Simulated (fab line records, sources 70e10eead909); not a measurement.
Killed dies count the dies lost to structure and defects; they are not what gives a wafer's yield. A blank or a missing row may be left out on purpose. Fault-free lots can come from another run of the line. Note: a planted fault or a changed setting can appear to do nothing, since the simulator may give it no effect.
Matching of chambers ; flow nand harc ; 3 sister chambers for NHARC_A_STAIRCASE_DEP_156 on pecvd-02
The step deposits SiNx, target thk 50 nm. 3 wafers are shown with their chamber, then 8 later ones without.

WAFERS WITH THEIR CHAMBER
wafer;chamber;heater power w (W)
L084.1;0;866
L084.4;1;681
L085.2;2;814

WAFERS WITHOUT THEIR CHAMBER
wafer;heater power w (W)
L085.4;788
L085.6;907
L091.1;807
L091.5;787
L091.6;753
L097.1;732
L097.3;864
L097.6;877

WHICH CHAMBER EACH WENT THROUGH
wafer;from the rows above;in truth
L085.4;can't be placed: 2 or 0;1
L085.6;can't be placed: 0 or 2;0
L091.1;can't be placed: 2 or 0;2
L091.5;can't be placed: 2 or 0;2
L091.6;can't be placed: 2 or 1 or 0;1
L097.1;can't be placed: 1 or 2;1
L097.3;can't be placed: 0 or 2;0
L097.6;can't be placed: 0 or 2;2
Correct placement for 0 of the 8. From these rows, 8 cannot be placed; in 7 the true chamber is one of the candidates. Number placed wrongly: 0.
How it was worked out, from the rows above alone: a wafer's distance from a chamber is the root of the sum, over the readings, of the square of ((its reading less the chamber's mean) divided by the reading's scatter). The wafer belongs to the nearest chamber; if the next one is less than 2 further off, it can't be placed. The mean given for a chamber averages the wafers shown for that chamber. The scatter (one wafer shown for each chamber): square how far every hidden wafer sits from the nearest shown wafer, average those squares and take the square root.
